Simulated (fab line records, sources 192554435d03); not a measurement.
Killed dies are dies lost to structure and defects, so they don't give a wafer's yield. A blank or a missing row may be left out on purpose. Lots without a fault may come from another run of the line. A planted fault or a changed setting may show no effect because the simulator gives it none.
fab line records | flow n5_finfet
record lots=9 wafers=26 last_day=24
route steps=1938 shown SD_EPI_N@288 SD_EPI_P@306 SD_ACTIVATION@332 ILD0@340 BEOL_M4@1111 PASSIVATION@1936
lots that met no fault: from a run of the same line without faults
start_h: hours from the record's first day to the start of the lot's first wafer shown | wait_h: hours since the lot's step before | " the same as in the row above | L1.1+2: a row that stands for several wafers | - no value, or no start given | * or withheld: withheld | < > ~ a bound
route shown NAME@n: a module of which the file shows steps, and the number in the route of the first | usual: mean/standard deviation of fault-free wafers | same: alike in all rows | chamber/n: place in a boat | sites: the reading at each site | _std_site: their standard deviation | _edge_site: outer sites' mean less inner sites' | radius_mm: how far each site lies from the wafer's centre | mask NAME#n: copy n | behind: the tool/chamber that last shaped the wafer | hold: why the lot was held/for how many hours/how that ended | device: the transistor (n, p or np) that didn't switch | end of line: the same wafers' tests at the end of the route | a step without rows: its recipe alone | killed: dies lost to structure and defects at the first sort, not the wafer's yield | map: a wafer's dies, x killed, . not, _ none there
set.NAME: the setting as run; set.NAME@STEP: as run at that earlier step | model.NAME: the simulator's own value behind a step, which no gauge read
steps of the route over a sample of lots; a table a step, a row a wafer
services: from which hour (start_h, from the record's first day; less than 0 if before it) a tool's chamber was out of use, for how many hours, and why
## steps
# step N5_SD_EPI_N_EPI_21
# recipe material=Si:P dopant=P temp_c=680 pressure_torr=255 time_s=690
# columns lot.wafer tool chamber start_h wait_h
L364.1+4+6 epi_rpcvd-03 0 59.25 0.1
L370.2+3+5 epi_rpcvd-02 0 94.03 0.4
L372.1+3+4 epi_rpcvd-02 0 106.45 0.1
L374.1+4+5 epi_rpcvd-01 0 119.35 0.1
L379.2+5+6 epi_rpcvd-02 0 147.22 0.4
L382.2+3+4 epi_rpcvd-02 0 166.63 0.4
L383.3+4+6 epi_rpcvd-02 0 175.12 0.7
L385.1+2+6 epi_rpcvd-01 0 185.47 0.1
L386.1+6 epi_rpcvd-03 0 193.62 0.2
# step N5_SD_EPI_P_DESCUM_14
# recipe chemistry=O2 time_s=7.9 source_power_w=50 bias_power_w=20 pressure_mtorr=20 rf_frequency_hz=2.712e+07 temp_c=40 resist=CAR-ArF-block o2_flow_sccm=225
# usual drypump_motor_current_A=5.6/0.39 oes_product_au=0.78/0.08 rf_vpp_V=243.4/1 showerhead_plenum_p_Torr=2.10/0.054 throttle_valve_pct=20.26/0.25
# columns lot.wafer tool chamber start_h wait_h drypump_motor_current_A oes_product_au rf_hours_counter_h rf_vpp_V showerhead_plenum_p_Torr throttle_valve_pct
L364.1 rie_diel-04 0 62.46 0.0 5.3 0.96 6 244.2 2.23 20.40
L364.4 " 2 " " 5.1 0.74 161 244.4 2.16 20.21
L364.6 " 3 " " 5.8 0.78 - 242.9 2.08 19.91
L370.2 rie_diel-04 2 96.94 0.4 5.1 0.73 170 243.8 2.15 20.23
L370.3 " 3 " " 5.8 0.78 130 242.1 2.08 19.94
L370.5 " 3 " " 5.8 0.78 - 244.0 2.08 19.93
L372.1 rie_diel-01 2 109.22 0.0 6.1 0.68 248 244.0 2.15 20.62
L372.3 " 1 " " 5.6 0.82 67 243.9 2.10 20.01
L372.4 " 3 " " 6.2 0.70 248 243.5 2.14 20.42
L374.1 rie_diel-01 3 122.11 0.0 6.2 0.68 252 244.2 2.14 20.42
L374.4 " 3 " " 6.2 0.68 - 244.6 2.14 20.42
L374.5 " 0 " " 5.0 0.78 - 242.3 2.02 19.96
L379.2 rie_diel-01 0 150.68 1.0 5.0 0.77 108 242.1 2.01 19.98
L379.5 " 0 " " 5.0 0.76 - 241.8 2.01 20.00
L379.6 " 2 " " 6.2 0.94 - 244.3 2.15 20.29
L382.2 rie_diel-01 2 169.14 0.0 6.2 0.92 17 243.8 2.14 20.29
L382.3 " 1 " " 5.6 0.80 91 243.9 2.10 20.04
L382.4 " 3 " " 6.2 0.99 6 244.1 2.13 20.09
L383.3 rie_diel-01 2 177.32 0.0 6.2 0.92 20 243.6 2.14 20.28
L383.4 " 3 " " 6.2 0.98 9 243.8 2.13 20.10
L383.6 " 0 " " 5.0 0.77 - 243.3 2.01 19.99
L385.1 rie_diel-04 3 188.68 0.5 5.8 0.75 155 243.6 2.07 19.97
L385.2 " 1 " " 5.4 0.73 198 244.2 2.10 20.79
L385.6 " 0 " " 5.3 0.87 - 243.8 2.22 20.47
L386.1 rie_diel-04 1 196.97 0.1 5.4 0.74 201 242.2 2.09 20.80
L386.6 " 2 " " 5.1 0.71 - 244.7 2.15 20.27
# step N5_SD_EPI_P_SD_RECESS_17
# recipe chemistry=HBr/Cl2/O2 target_depth_a=391 bt_time_s=3 pressure_mtorr=10 icp_w=800 bias_w=112 HBr_flow_sccm=150 Cl2_flow_sccm=80 O2_flow_sccm=12
# usual drypump_motor_current_A=5.6/0.42 mfc_cl2_sccm=80.00/0.26 oes_product_au=1.004/0.014 throttle_valve_pct=37.16/0.26
# same bt_time_s=3
# columns lot.wafer tool chamber start_h wait_h drypump_motor_current_A mfc_cl2_sccm oes_product_au rf_hours_counter_h throttle_valve_pct
L364.1 rie_si-02 3 63.15 0.0 5.8 79.62 1.014 119 37.13
L364.4 " 3 " " 5.8 79.51 1.005 - 37.14
L364.6 " 0 " " 5.5 80.03 0.990 - 37.12
L370.2 rie_si-01 1 97.62 0.0 5.1 80.16 1.006 90 36.72
L370.3 " 2 " " 6.0 79.86 1.012 9 37.83
L370.5 " 1 " " 5.1 80.12 1.016 - 36.74
L372.1 rie_si-04 3 109.91 0.0 6.6 79.48 1.036 169 36.87
L372.3 " 1 " " 5.0 79.67 1.018 184 37.21
L372.4 " 0 " " 5.8 79.76 0.995 95 36.88
L374.1 rie_si-01 1 122.80 0.0 5.1 79.89 1.007 91 36.74
L374.4 " 0 " " 5.6 80.62 1.004 178 37.37
L374.5 " 3 " " 5.5 80.29 0.983 - 37.41
L379.2 rie_si-02 0 151.37 0.0 5.5 79.90 0.990 13 37.10
L379.5 " 0 " " 5.5 79.59 0.985 - 37.12
L379.6 " 3 " " 5.8 79.73 1.010 - 37.13
L382.2 rie_si-04 2 169.82 0.0 5.8 80.10 0.996 150 37.21
L382.3 " 1 " " 5.0 79.68 1.017 184 37.21
L382.4 " 0 " " 5.7 80.15 1.000 95 36.88
L383.3 rie_si-04 1 178.00 0.0 5.0 79.89 1.019 184 37.21
L383.4 " 2 " " 5.8 79.94 0.983 150 37.19
L383.6 " 3 " " 6.6 80.02 1.017 - 36.88
L385.1 rie_si-02 0 189.36 0.0 5.5 79.98 0.989 13 37.10
L385.2 " 2 " " 5.9 79.98 1.023 102 37.14
L385.6 " 2 " " 5.9 80.01 1.018 - 37.11
L386.1 rie_si-04 3 197.66 0.0 6.6 79.92 1.021 170 36.87
L386.6 " 0 " " 5.8 79.83 0.991 - 36.89
# step N5_SD_ACTIVATION_RS_MEAS_03
# recipe thk_meas_gauge=four-point-probe
# usual RS_SD_N=21.81/0.3 RS_SD_P=56.2/0.84
# columns lot.wafer tool chamber start_h wait_h RS_SD_N[ohm/sq] RS_SD_P[ohm/sq]
L364.1 film_metro-01 - 66.69 0.2 21.86 57.1
L364.4 " - " " 21.70 56.9
L364.6 " - " " 21.57 56.5
L370.2 film_metro-01 - 101.12 0.2 21.64 54.9
L370.3 " - " " 21.38 55.1
L370.5 " - " " 21.91 54.8
L372.1 film_metro-01 - 113.73 0.2 22.16 55.7
L372.3 " - " " 22.11 55.6
L372.4 " - " " 21.90 56.7
L374.1 film_metro-01 - 126.26 0.2 22.35 55.4
L374.4 " - " " 22.19 56.0
L374.5 " - " " 22.27 55.5
L379.2 film_metro-02 - 154.89 0.2 21.71 55.7
L379.5 " - " " 21.47 55.3
L379.6 " - " " 21.75 56.4
L382.2 film_metro-01 - 173.31 0.2 20.63 56.4
L382.3 " - " " 20.81 56.5
L382.4 " - " " 20.15 56.3
L383.3 film_metro-02 - 181.51 0.2 20.36 56.7
L383.4 " - " " 20.65 55.9
L383.6 " - " " 20.27 56.1
L385.1 film_metro-02 - 192.86 0.2 21.85 56.1
L385.2 " - " " 21.81 55.1
L385.6 " - " " 21.68 54.3
L386.1 film_metro-01 - 201.98 0.2 22.04 57.2
L386.6 " - " " 22.16 57.2
# step N5_ILD0_CMP_07
# recipe stop_on=poly-Si material=SiO2_flowable t_overpolish_s=1.18 post_cmp_clean=alkaline_brush down_force_psi=4.1491 platen_rpm=51.796 pad_velocity_m_s=1.0306 target_thk_nm=138.88
# usual motor_current_A=11.6/1.2
# columns lot.wafer tool chamber start_h wait_h motor_current_A
L364.4 cmp-02 2 69.77 0.1 9.6
L364.1 " 0 " " 10.0
L364.6 " 2 " " 10.1
L370.3 cmp-04 2 104.15 0.0 11.3
L370.2 " 3 " " 11.9
L370.5 " 3 " " 11.8
L372.3 cmp-03 2 116.77 0.0 12.8
L372.1 " 3 " " 12.1
L372.4 " 0 " " 10.8
L374.1 cmp-03 1 129.31 0.0 12.7
L374.4 " 3 " " 12.8
L374.5 " 2 " " 12.3
L379.2 cmp-04 2 158.46 0.1 11.5
L379.6 " 3 " " 12.0
L379.5 " 0 " " 13.5
L382.2 cmp-02 3 176.87 0.0 13.2
L382.3 " 1 " " 9.5
L382.4 " 2 " " 9.7
L383.4 cmp-02 1 184.53 0.0 10.0
L383.3 " 2 " " 10.0
L383.6 " 1 " " 9.7
L385.2 cmp-04 2 197.02 0.1 11.1
L385.1 " 0 " " 14.2
L385.6 " 2 " " 11.3
L386.1 cmp-04 1 205.26 0.3 11.3
L386.6 " 2 " " 11.6
# step N5_BEOL_M4_RC_MEAS_101
# usual DIBL_N=35.8/1.6 DIBL_P=35.6/2 IOFF_N=0.15/0.031 IOFF_P=0.20/0.033 ION_N=668/12 ION_P=459/6.8 RC_DENSE_N=19.1/0.46 RC_N=15.5/0.36 REXT_N=74.8/1.8 RS_SD_N=28.3/0.36 SS_N=71.4/0.53 SS_P=73.1/0.63 VT_N=250/3.5 VT_P=-251/3
# columns lot.wafer tool chamber start_h wait_h DIBL_N[mV/V] DIBL_P[mV/V] IOFF_N[nA/um] IOFF_P[nA/um] ION_N[uA/um] ION_P[uA/um] RC_DENSE_N[ohm.um] RC_N[ohm.um] REXT_N[ohm.um] RS_SD_N[ohm/sq] SS_N[mV/dec] SS_P[mV/dec] VT_N[mV] VT_P[mV]
L364.1 prober-01 0 306.28 0.1 34.5 34.8 0.12 0.19 645 443 19.4 15.9 78.5 28.5 70.6 73.0 255 -254
L364.4 " 0 " " 35.5 36.2 0.15 0.21 676 459 19.7 16.1 79.1 28.7 71.5 72.9 250 -250
L364.6 " 0 " " 36.9 37.5 0.17 0.24 672 464 19.5 15.9 79.1 28.0 71.9 73.6 248 -250
L372.1 prober-01 0 382.72 0.0 37.1 38.1 0.20 0.23 702 472 18.2 14.8 74.5 28.5 72.0 73.9 244 -247
L372.3 " 0 " " 35.8 36.3 0.17 0.20 675 455 18.1 14.8 75.0 28.6 71.6 74.0 249 -250
L372.4 " 0 " " 35.5 35.6 0.17 0.20 696 467 18.2 14.7 75.4 28.4 71.9 73.4 246 -251
L370.2 prober-01 0 387.70 0.2 34.6 34.7 0.12 0.17 643 449 18.8 15.3 73.5 28.1 70.8 71.9 258 -252
L370.3 " 0 " " 34.2 34.0 0.12 0.17 657 455 19.1 15.5 72.8 27.7 70.2 72.0 255 -253
L370.5 " 0 " " 33.9 34.0 0.12 0.17 644 451 18.4 15.0 73.1 28.2 70.4 72.1 256 -254
L374.1 prober-02 0 391.32 0.0 38.4 39.6 0.24 0.29 691 467 18.9 15.3 76.3 28.7 72.4 74.2 244 -246
L374.4 " 0 " " 34.9 35.3 0.15 0.21 673 465 18.8 15.1 77.1 28.7 71.5 73.4 251 -251
L374.5 " 0 " " 36.7 38.1 0.19 0.26 673 469 18.2 15.0 77.0 28.6 71.7 73.8 248 -247
L379.2 prober-01 0 404.51 0.2 37.5 37.2 0.17 0.22 679 461 18.6 15.0 72.8 28.2 71.5 73.1 246 -253
L379.5 " 0 " " 35.6 34.8 0.14 0.19 659 454 18.8 15.4 72.9 28.0 71.2 73.4 251 -250
L379.6 " 0 " " 36.9 36.1 0.16 0.21 680 462 19.2 15.6 72.4 28.3 71.5 73.6 249 -251
L382.2 prober-01 0 434.56 0.2 36.8 35.3 0.18 0.20 686 455 17.7 14.5 69.1 26.9 71.7 72.8 249 -250
L382.3 " 0 " " 40.0 38.7 0.26 0.26 703 470 16.8 13.6 67.6 26.4 71.9 73.5 242 -245
L382.4 " 0 " " 35.5 33.4 0.15 0.17 690 462 17.2 14.0 67.2 26.0 71.1 72.6 248 -253
L383.3 prober-01 0 460.24 0.3 39.9 37.8 0.21 0.23 686 455 17.3 14.3 67.8 26.5 72.5 73.5 245 -248
L383.4 " 0 " " 39.6 36.4 0.20 0.20 676 456 17.4 14.2 67.9 26.8 72.7 74.3 244 -253
L383.6 " 0 " " 36.7 33.0 0.14 0.16 680 457 17.7 14.3 67.1 26.1 71.4 72.4 251 -254
L385.1 prober-02 0 461.43 0.0 35.9 35.3 0.15 0.19 686 472 18.1 14.9 74.4 28.4 71.0 72.7 247 -250
L385.2 " 0 " " 35.6 34.6 0.13 0.19 659 458 19.3 15.5 75.7 28.5 71.7 72.8 251 -251
L385.6 " 0 " " 33.5 32.1 0.10 0.15 648 450 18.1 14.7 74.6 28.0 71.4 72.0 256 -255
L386.1 prober-01 0 468.03 0.0 38.3 39.7 0.23 0.28 708 480 19.1 15.5 74.2 28.4 71.9 73.8 243 -245
L386.6 " 0 " " 38.3 39.2 0.22 0.27 685 465 19.1 15.8 74.0 28.5 71.4 74.4 244 -244
# step N5_PASSIVATION_PROBE_49
# usual defect_limited_yield=90.7/1.5 killed_at_M0_to_M3=38/11 killed_at_M4_up=15/5.5 killed_at_contacts=12/6 killed_at_front_end=41/11 killed_at_other=3.5/2.7 killed_dies=110/18 killed_on_rim=15/3.6 killed_open=72/13 killed_short=35/8.7 sort_bin_4_leakage=0/0 sort_bin_5_function=5.5/1.1 sort_bin_6_memory=3.4/0.63 sort_bin_8_speed=0.01/0.037 sort_n_pass=1070/18 sort_yield_pct=90.7/1.5
# same gross_dies=1180 killed_at_back_side=0
# columns lot.wafer tool chamber start_h wait_h defect_limited_yield[%] killed_at_M0_to_M3 killed_at_M4_up killed_at_contacts killed_at_front_end killed_at_other killed_dies killed_on_rim killed_open killed_short sort_bin_4_leakage[%] sort_bin_5_function[%] sort_bin_6_memory[%] sort_bin_8_speed[%] sort_n_pass sort_yield_pct[%]
L364.1 prober-01 - 419.43 0.0 90.4 37 15 18 40 3 113 11 82 28 0 5.8 3.6 0.08 1066 90.3
L364.4 prober-01 - 419.58 0.2 90.0 30 16 19 50 3 118 18 72 44 0 6.9 2.5 0 1062 90.0
L364.6 prober-01 - 419.68 0.3 89.5 53 10 13 47 1 124 20 79 44 0 6.7 3.6 0 1056 89.5
L370.2 prober-02 - 507.30 0.1 93.2 30 13 6 30 1 80 8 52 27 0 3.4 3.2 0 1100 93.2
L370.3 prober-02 - 507.35 0.1 91.1 33 20 6 45 1 105 15 64 37 0 4.9 3.5 0 1075 91.1
L370.5 prober-02 - 507.45 0.2 89.5 34 33 8 49 0 124 15 70 48 0 6.2 3.3 0 1056 89.5
L372.1 prober-01 - 510.60 0.0 89.7 37 19 10 49 7 122 15 65 56 0 5.7 3.9 0 1058 89.7
L372.3 prober-01 - 510.70 0.1 90.3 49 16 8 39 3 115 15 67 47 0 5.9 3.4 0 1065 90.3
L372.4 prober-01 - 510.75 0.2 86.7 65 10 18 58 6 157 20 111 46 0 8.6 4.2 0 1023 86.7
L374.1 prober-02 - 512.95 0.0 92.3 30 8 8 45 0 91 12 64 27 0 5.3 2.1 0 1089 92.3
L374.4 prober-02 - 513.10 0.2 89.6 36 20 6 57 4 123 17 87 36 0 5.8 4.2 0 1057 89.6
L374.5 prober-02 - 513.15 0.2 89.5 53 11 12 46 2 124 23 79 42 0 6.0 4.0 0 1056 89.5
L379.2 prober-01 - 524.48 0.1 90.3 36 22 8 41 7 114 13 76 32 0 5.6 3.4 0 1066 90.3
L379.5 prober-01 - 524.63 0.2 90.2 48 13 9 39 7 116 16 81 32 0 5.7 3.4 0 1064 90.2
L379.6 prober-01 - 524.68 0.3 90.4 53 17 13 28 2 113 20 84 29 0 5.3 3.8 0 1067 90.4
L382.2 prober-01 - 554.79 0.1 90.2 50 15 8 41 2 116 20 74 33 0 4.8 3.9 0.08 1064 90.2
L382.3 prober-01 - 554.84 0.1 89.4 48 13 10 46 8 125 15 77 48 0.17 6.4 3.5 0 1053 89.2
L382.4 prober-01 - 554.89 0.2 90.7 40 16 10 36 8 110 15 81 29 0 5.9 3.1 0 1070 90.7
L383.3 prober-01 - 564.50 0.1 90.0 25 15 23 51 4 118 18 71 45 0 5.5 4.2 0 1062 90.0
L383.4 prober-01 - 564.55 0.2 91.5 23 16 15 39 7 100 12 69 31 0 5.0 3.3 0 1080 91.5
L383.6 prober-01 - 564.65 0.3 92.4 23 18 12 28 9 90 15 53 37 0 4.3 3.0 0 1090 92.4
L386.1 prober-02 - 572.01 0.0 91.0 32 21 9 40 4 106 13 67 35 0 5.8 2.5 0 1074 91.0
L386.6 prober-02 - 572.26 0.3 89.5 44 17 11 44 8 124 18 83 41 0 5.8 4.2 0 1056 89.5
L385.1 prober-01 - 576.66 0.0 89.9 43 24 9 43 0 119 16 79 38 0 6.7 3.1 0 1061 89.9
L385.2 prober-01 - 576.71 0.1 92.1 35 20 7 29 2 93 14 66 27 0 4.4 3.2 0 1087 92.1
L385.6 prober-01 - 576.91 0.3 90.8 46 16 6 38 3 109 15 75 31 0 5.7 3.2 0 1071 90.8
# killed by level:class
L364.1 FIN_SAQP:geometric_particle:open=15 MOL_CONTACT_COAG:geometric_particle:open=15 BEOL_M2:geometric_particle:open=11 BEOL_M4:geometric_particle:open=11 BEOL_M2:geometric_particle:short=8 STI_FIN_REVEAL:geometric_particle:open=7 BEOL_M0_SAQP:geometric_particle:open=7 DUMMY_GATE:geometric_particle:open=5
L364.4 MOL_CONTACT_COAG:geometric_particle:open=13 BEOL_M4:geometric_particle:open=9 STI_FIN_REVEAL:geometric_particle:open=9 GATE_CUT:geometric_particle:short=8 BEOL_M3:geometric_particle:open=7 FIN_SAQP:geometric_particle:open=6 MOL_CONTACT_COAG:geometric_particle:short=5 BEOL_M0_SAQP:geometric_particle:short=5
L364.6 BEOL_M0_SAQP:geometric_particle:open=16 MOL_CONTACT_COAG:geometric_particle:open=10 FIN_SAQP:geometric_particle:open=9 BEOL_M0_SAQP:geometric_particle:short=9 BEOL_M0:geometric_particle:open=9 GATE_CUT:geometric_particle:short=8 STI_FIN_REVEAL:geometric_particle:open=6 DUMMY_GATE:geometric_particle:open=6
L370.2 BEOL_M2:geometric_particle:open=10 FIN_SAQP:geometric_particle:short=9 BEOL_M4:geometric_particle:open=8 MOL_CONTACT_COAG:geometric_particle:open=6 FIN_SAQP:geometric_particle:open=5 GATE_CUT:geometric_particle:open=5 BEOL_M3:geometric_particle:open=5 BEOL_M1:geometric_particle:open=4
L370.3 FIN_SAQP:geometric_particle:open=9 BEOL_M4:geometric_particle:open=9 FIN_SAQP:geometric_particle:short=8 BEOL_M1:geometric_particle:open=8 BEOL_M3:geometric_particle:open=6 MOL_CONTACT_COAG:geometric_particle:open=5 BEOL_M2:geometric_particle:open=5 STI_FIN_REVEAL:geometric_particle:open=4
L370.5 BEOL_M4:geometric_particle:open=16 GATE_CUT:geometric_particle:short=14 BEOL_M1:geometric_particle:open=11 FIN_SAQP:geometric_particle:open=7 MOL_CONTACT_COAG:geometric_particle:open=7 BEOL_M4:geometric_particle:short=6 BEOL_M2:geometric_particle:open=5 BEOL_M3:geometric_particle:open=5
L372.1 FIN_SAQP:geometric_particle:short=10 GATE_CUT:geometric_particle:short=8 MOL_CONTACT_COAG:geometric_particle:open=7 BEOL_M0_SAQP:geometric_particle:short=6 BEOL_M1:geometric_particle:open=6 STARTING-WAFER:geometric_particle:open=6 DUMMY_GATE:geometric_particle:open=5 GATE_CUT:geometric_particle:open=5
L372.3 STI_FIN_REVEAL:geometric_particle:open=9 BEOL_M1:geometric_particle:short=9 BEOL_M0_SAQP:geometric_particle:short=8 FIN_SAQP:geometric_particle:short=7 GATE_CUT:geometric_particle:short=7 BEOL_M3:geometric_particle:open=7 MOL_CONTACT_COAG:geometric_particle:open=6 BEOL_M0_SAQP:geometric_particle:open=6
L372.4 FIN_SAQP:geometric_particle:open=15 BEOL_M2:geometric_particle:open=15 BEOL_M1:geometric_particle:open=14 MOL_CONTACT_COAG:geometric_particle:open=14 FIN_SAQP:geometric_particle:short=12 BEOL_M3:geometric_particle:open=9 DUMMY_GATE:geometric_particle:open=8 BEOL_M0_SAQP:geometric_particle:open=8
L374.1 FIN_SAQP:geometric_particle:open=10 MOL_CONTACT_COAG:geometric_particle:open=8 BEOL_M0_SAQP:geometric_particle:open=6 GATE_CUT:geometric_particle:open=6 BEOL_M3:geometric_particle:open=6 FIN_SAQP:geometric_particle:short=5 ILD0:geometric_particle:open=5 ILD0:geometric_particle:short=4
L374.4 STI_FIN_REVEAL:geometric_particle:open=11 FIN_SAQP:geometric_particle:open=10 BEOL_M0_SAQP:geometric_particle:short=8 FIN_SAQP:geometric_particle:short=7 BEOL_M3:geometric_particle:open=7 BEOL_M2:geometric_particle:open=6 MOL_CONTACT_COAG:geometric_particle:open=6 BEOL_M0_SAQP:geometric_particle:open=6
L374.5 BEOL_M0_SAQP:geometric_particle:short=13 BEOL_M0_SAQP:geometric_particle:open=11 BEOL_M1:geometric_particle:open=10 FIN_SAQP:geometric_particle:open=9 BEOL_M3:geometric_particle:open=9 GATE_CUT:geometric_particle:open=8 MOL_CONTACT_COAG:geometric_particle:open=7 FIN_SAQP:geometric_particle:short=6
L379.2 FIN_SAQP:geometric_particle:open=11 BEOL_M3:geometric_particle:open=9 FIN_SAQP:geometric_particle:short=8 BEOL_M4:geometric_particle:open=8 MOL_CONTACT_COAG:geometric_particle:open=6 BEOL_M1:geometric_particle:open=6 STI_FIN_REVEAL:geometric_particle:open=5 BEOL_M0_SAQP:geometric_particle:short=5
L379.5 FIN_SAQP:geometric_particle:open=15 BEOL_M1:geometric_particle:open=10 BEOL_M0_SAQP:geometric_particle:short=9 BEOL_M3:geometric_particle:open=9 BEOL_M0_SAQP:geometric_particle:open=8 BEOL_M4:geometric_particle:open=8 MOL_CONTACT_COAG:geometric_particle:open=7 GATE_CUT:geometric_particle:short=6
L379.6 BEOL_M1:geometric_particle:open=20 FIN_SAQP:geometric_particle:open=13 BEOL_M4:geometric_particle:open=11 MOL_CONTACT_COAG:geometric_particle:open=11 BEOL_M3:geometric_particle:open=9 BEOL_M0_SAQP:geometric_particle:short=8 BEOL_M0_SAQP:geometric_particle:open=7 FIN_SAQP:geometric_particle:short=5
L382.2 BEOL_M3:geometric_particle:open=18 STI_FIN_REVEAL:geometric_particle:open=10 BEOL_M2:geometric_particle:open=9 HKMG_FIN:area_etch=8 BEOL_M4:geometric_particle:open=7 MOL_CONTACT_COAG:geometric_particle:open=7 BEOL_M3:geometric_particle:short=6 FIN_SAQP:geometric_particle:short=5
L382.3 BEOL_M3:geometric_particle:open=13 BEOL_M2:geometric_particle:open=8 FIN_SAQP:geometric_particle:open=7 BEOL_M3:geometric_particle:short=7 STARTING-WAFER:geometric_particle:short=7 MOL_CONTACT_COAG:geometric_particle:open=7 BEOL_M0_SAQP:geometric_particle:open=7 FIN_SAQP:geometric_particle:short=5
L382.4 BEOL_M3:geometric_particle:open=16 BEOL_M2:geometric_particle:open=9 MOL_CONTACT_COAG:geometric_particle:open=8 BEOL_M4:geometric_particle:open=8 FIN_SAQP:geometric_particle:short=7 STI_FIN_REVEAL:geometric_particle:open=6 BEOL_M1:geometric_particle:open=6 FIN_SAQP:geometric_particle:open=4
L383.3 MOL_CONTACT_COAG:geometric_particle:open=17 FIN_SAQP:geometric_particle:short=13 FIN_SAQP:geometric_particle:open=9 BEOL_M2:geometric_particle:open=7 STI_FIN_REVEAL:geometric_particle:open=6 MOL_CONTACT_COAG:geometric_particle:short=6 GATE_CUT:geometric_particle:short=5 BEOL_M0_SAQP:geometric_particle:open=5
L383.4 MOL_CONTACT_COAG:geometric_particle:open=13 STI_FIN_REVEAL:geometric_particle:open=11 FIN_SAQP:geometric_particle:open=8 BEOL_M0_SAQP:geometric_particle:short=7 BEOL_M0_SAQP:geometric_particle:open=6 BEOL_M4:geometric_particle:open=6 FIN_SAQP:geometric_particle:short=5 BEOL_M2:geometric_particle:open=4
L383.6 MOL_CONTACT_COAG:geometric_particle:open=10 GATE_CUT:geometric_particle:open=6 FIN_SAQP:geometric_particle:short=5 BEOL_M3:geometric_particle:open=5 BEOL_M0_SAQP:geometric_particle:short=5 BEOL_M5:geometric_particle:open=5 STI_FIN_REVEAL:geometric_particle:open=4 BEOL_M4:geometric_particle:open=4
L386.1 FIN_SAQP:geometric_particle:short=10 FIN_SAQP:geometric_particle:open=10 BEOL_M4:geometric_particle:open=9 BEOL_M2:geometric_particle:open=9 BEOL_M3:geometric_particle:open=9 MOL_CONTACT_COAG:geometric_particle:open=7 BEOL_M0_SAQP:geometric_particle:short=4 BEOL_M1:geometric_particle:open=4
L386.6 BEOL_M0_SAQP:geometric_particle:short=18 FIN_SAQP:geometric_particle:open=10 BEOL_M0_SAQP:geometric_particle:open=10 MOL_CONTACT_COAG:geometric_particle:open=9 STI_FIN_REVEAL:geometric_particle:open=8 BEOL_M3:geometric_particle:open=8 GATE_CUT:geometric_particle:short=6 DUMMY_GATE:geometric_particle:open=6
L385.1 BEOL_M1:geometric_particle:open=16 BEOL_M4:geometric_particle:open=11 FIN_SAQP:geometric_particle:short=10 MOL_CONTACT_COAG:geometric_particle:open=8 STI_FIN_REVEAL:geometric_particle:open=7 BEOL_M3:geometric_particle:open=6 BEOL_M0_SAQP:geometric_particle:open=5 BEOL_M0_SAQP:geometric_particle:short=5
L385.2 BEOL_M4:geometric_particle:open=10 BEOL_M1:geometric_particle:open=7 BEOL_M2:geometric_particle:open=6 BEOL_M0:geometric_particle:open=6 STI_FIN_REVEAL:geometric_particle:open=5 MOL_CONTACT_COAG:geometric_particle:open=5 BEOL_M3:geometric_particle:open=4 FIN_SAQP:geometric_particle:open=3
L385.6 BEOL_M0_SAQP:geometric_particle:open=12 BEOL_M0_SAQP:geometric_particle:short=10 DUMMY_GATE:geometric_particle:open=9 BEOL_M1:geometric_particle:open=9 BEOL_M4:geometric_particle:open=8 STI_FIN_REVEAL:geometric_particle:open=7 BEOL_M2:geometric_particle:open=7 BEOL_M3:geometric_particle:open=5
## services
# columns tool chamber start_h hours kind
cmp-02 - 45.32 0.4 repair
rie_si-02 1 55.91 7.4 repair
cmp-04 - 66.38 0.2 repair
cmp-02 - 76.10 0.6 repair
rie_diel-01 0 87.43 7.3 repair
rie_si-02 3 87.71 10.5 repair
rie_si-02 - 90.61 2.8 pm
rie_diel-04 - 91.50 0.6 repair
rie_diel-01 0 98.96 4.9 repair
rie_si-02 2 108.83 5.9 repair
rie_si-04 - 117.11 14.6 pm
rie_si-02 0 117.57 4.1 repair
rie_diel-04 - 140.84 11.0 repair
rie_diel-01 0 147.44 2.4 repair
rie_diel-01 0 155.67 2.0 repair
cmp-04 - 155.94 0.8 repair
rie_diel-01 - 155.97 0.6 repair
cmp-04 - 159.05 0.4 repair
epi_rpcvd-02 - 163.97 0.8 pm
cmp-04 - 168.52 4.0 pm
rie_diel-04 2 173.32 3.1 repair
rie_diel-04 - 184.97 0.5 repair
cmp-04 - 194.74 0.5 repair
rie_diel-04 1 204.19 22.0 repair
## key
first_sign step=N5_SD_ACTIVATION_RS_MEAS_03 reading=RS_SD_N direction=down sigmas=4.5 usual=21.81 struck=20.48
effect step=N5_BEOL_M4_RC_MEAS_101 reading=RS_SD_N direction=down sigmas=5.1 usual=28.3 struck=26.5
effect step=N5_BEOL_M4_RC_MEAS_101 reading=REXT_N direction=down sigmas=3.9 usual=74.8 struck=67.8
effect step=N5_BEOL_M4_RC_MEAS_101 reading=RC_N direction=down sigmas=3.8 usual=15.5 struck=14.1
effect step=N5_BEOL_M4_RC_MEAS_101 reading=RC_DENSE_N direction=down sigmas=3.7 usual=19.1 struck=17.3
effect step=N5_BEOL_M4_RC_MEAS_101 reading=ION_N direction=up sigmas=1.5 usual=668 struck=687
effect step=N5_BEOL_M4_RC_MEAS_101 reading=DIBL_N direction=up sigmas=1.5 usual=35.8 struck=38.1
met_at N5_SD_EPI_N_EPI_21
struck_lots L382,L383
not_acting_at N5_SD_EPI_P_DESCUM_14,N5_SD_EPI_P_SD_RECESS_17,N5_ILD0_CMP_07
onset_between 147.22 166.63
fault kind=process_parameter_drift tool=epi_rpcvd-02 chamber=- onset_h=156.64 steps=N5_SD_EPI_N_EPI_21 channel=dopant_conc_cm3 offset=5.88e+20 shape=step end_h=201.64 acts_in=these_recipes_only stated=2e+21
